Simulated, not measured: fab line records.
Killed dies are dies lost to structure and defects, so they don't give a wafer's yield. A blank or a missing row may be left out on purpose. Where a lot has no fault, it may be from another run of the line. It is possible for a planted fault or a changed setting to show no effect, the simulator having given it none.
Struck lot and sound lot, side by side || flow n5_finfet || 14 steps out of a route of 1938
Sound: wafers L313.1, L313.2, L313.5. Struck: wafer L323.6 (L323.4, L323.5, from the same lot, were not struck and are left out); the cause is given at the end.
Order at every step that has rows: each side's tool, ch and its chambers, its first start. Under that, the readings that differ: sound wafers || struck wafers || difference of the means || sigmas: that difference in standard deviations of wafers without a fault.
alike: readings with means less than 2 such deviations apart, plus words and numbers identical on both sides. not compared: withheld readings, readings lacking a value on some wafer, bounds such as >300 that could conceal the same value, and numbers that have no deviation in the record and whose values overlap.
A row with sigmas, a row that says differs or no value, or rows on one side alone: a step with any of these is where the two part. Numbers that don't overlap but have no deviation are shown without sigmas and don't part them. A reading that every wafer of one side lacks parts them only if that side has two wafers or more.

first, 2 steps without rows for these wafers: N5_BEOL_M13_ETCH_68 (etches SOC in N2/H2, time 355 s); N5_BEOL_M13_STRIP_69 (strips in N2/H2).
N5_BEOL_M13_TRENCH_ETCH_34: etches SiOC in C4F8/O2/Ar, target depth 413.47 nm, time 162.6 s.
  sound on rie_diel-06 ch 1,2, day 12 16:13; struck on rie_diel-04 ch 0, day 15 02:11
{"reading": "chamber_pressure_mTorr (mTorr)", "sound": "29.999 29.989 29.984", "struck": 30.057, "difference": "+0.066", "sigmas": "+2"}
  alike: drypump_motor_current_A, he_inner_torr, oes_product_au, rf_vpp_V, showerhead_plenum_p_Torr, throttle_valve_pct
  not compared: rf_hours_counter_h
then, 1 step without rows for these wafers: N5_BEOL_M13_STRIP_70 (strips in C4F8/O2/Ar).
N5_BEOL_M13_OCD_MEAS_35:
  struck on ocd-01, day 15 02:22; sound on ocd-02, day 12 16:24
  alike: trench_depth_nm
N5_BEOL_M13_STRIP_37: strips in N2/H2.
  sound on plasma_asher-02 ch 0,1, day 12 16:26; struck on plasma_asher-02 ch 1, day 15 02:25
  alike: drypump_motor_current_A, heater_power_w, oes_product_au
  not compared: rf_hours_counter_h
N5_BEOL_M13_ETCH_38: etches SiCN in CF4/N2, target depth 67.5 nm, time 71.9 s.
  sound on rie_diel-04 ch 0,2, day 12 18:18; struck on rie_diel-02 ch 2, day 15 03:45
  alike: chamber_pressure_mTorr, drypump_motor_current_A, oes_product_au, rf_vpp_V, showerhead_plenum_p_Torr, throttle_valve_pct
  not compared: rf_hours_counter_h
then, 3 steps without rows for these wafers: N5_BEOL_M13_PRECLEAN_39 (cleans in residue remover, time 60 s); N5_BEOL_M13_SRD_40 (time 30 s, dry time 30 s); N5_BEOL_M13_DEGAS_41 (time 60 s).
N5_BEOL_M13_PRE_CLEAN_42: time 30 s.
  struck on pvd_sputter-03, day 15 04:14; sound on pvd_sputter-02, day 12 18:58
  alike: heater_power_w
N5_BEOL_M13_SPUTTER_43: material TaN, target thk 15 nm, time 24.19 s.
  struck on pvd_sputter-03, day 15 04:17; sound on pvd_sputter-02, day 12 19:01
  alike: throttle_valve_pct
N5_BEOL_M13_SPUTTER_44: material Ta, target thk 10 nm, time 16.13 s.
  struck on pvd_sputter-03, day 15 04:22; sound on pvd_sputter-02, day 12 19:05
{"reading": "model.Ta_of_BEOL_M13_SPUTTER_44.thk_nm (nm)", "sound": "10 10.4 10.4", "struck": 7.8, "difference": -2.5, "sigmas": ""}
  alike: throttle_valve_pct
then, 1 step without rows for these wafers: N5_BEOL_M13_SPUTTER_45 (material Cu, target thk 80 nm, time 13.33 s).

WHERE THEY PART
Within this record, at N5_BEOL_M13_TRENCH_ETCH_34 only. Later steps at which nothing parts them and some readings are alike: N5_BEOL_M13_OCD_MEAS_35, N5_BEOL_M13_STRIP_37, N5_BEOL_M13_ETCH_38, N5_BEOL_M13_PRE_CLEAN_42, N5_BEOL_M13_SPUTTER_43, N5_BEOL_M13_SPUTTER_44.

WHY: whatever the simulator had introduced
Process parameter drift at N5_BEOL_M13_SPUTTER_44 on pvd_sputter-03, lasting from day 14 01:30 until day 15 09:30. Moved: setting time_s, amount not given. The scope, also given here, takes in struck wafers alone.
